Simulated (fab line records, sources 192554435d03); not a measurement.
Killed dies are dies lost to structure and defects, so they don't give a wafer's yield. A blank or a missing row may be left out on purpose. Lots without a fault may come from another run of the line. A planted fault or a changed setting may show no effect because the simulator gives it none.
Chamber matching | flow n5_finfet | N5_DUMMY_GATE_ALD_02 on ald_sin-02: 4 sister chambers
The step deposits SiO2, target thk 2 nm, pulse time 1 s. 8 wafers are shown with their chamber, then 10 later ones without.

WAFERS WITH THEIR CHAMBER
wafer  | chamber | heater_power_w (W) | precursor_pulse_height_rel
L079.4 | 3       | 531                | 1.001
L080.5 | 3       | 530                | 0.985
L083.5 | 0       | 526                | 0.974
L085.2 | 1       | 466                | 1.014
L085.3 | 0       | 545                | 1.016
L085.4 | 2       | 512                | 0.998
L086.1 | 1       | 460                | 1.011
L086.5 | 2       | 507                | 0.996

WAFERS WITHOUT THEIR CHAMBER
wafer  | heater_power_w (W) | precursor_pulse_height_rel
L086.6 | 458                | 1.044
L087.1 | 535                | 0.981
L087.3 | 465                | 1.004
L087.6 | 533                | 0.980
L092.1 | 519                | 0.988
L092.4 | 523                | 1.040
L092.6 | 541                | 1.005
L094.1 | 524                | 1.005
L094.5 | 460                | 1.016
L094.6 | 509                | 0.986

WHICH CHAMBER EACH WENT THROUGH
wafer  | from the rows above          | in truth
L086.6 | 1                            | 1
L087.1 | can't be placed: 0 or 3      | 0
L087.3 | 1                            | 1
L087.6 | can't be placed: 3 or 0      | 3
L092.1 | can't be placed: 2 or 3 or 0 | 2
L092.4 | can't be placed: 3 or 2 or 0 | 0
L092.6 | can't be placed: 0 or 3      | 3
L094.1 | can't be placed: 3 or 0 or 2 | 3
L094.5 | 1                            | 1
L094.6 | 2                            | 2
Placed correctly: 4 of 10. Can't be placed from these rows: 6 (the true chamber is among the candidates in 6). Placed wrongly: 0.
How it was worked out, from the rows above alone: a wafer's distance from a chamber is the root of the sum, over the readings, of the square of ((its reading less the chamber's mean) divided by the reading's scatter). The wafer belongs to the nearest chamber; if the next one is less than 2 further off, it can't be placed. A chamber's mean is the mean of its shown wafers. The scatter: the root of (the sum of the squares of (reading less its chamber's mean) over the shown wafers, divided by (wafers less chambers)).
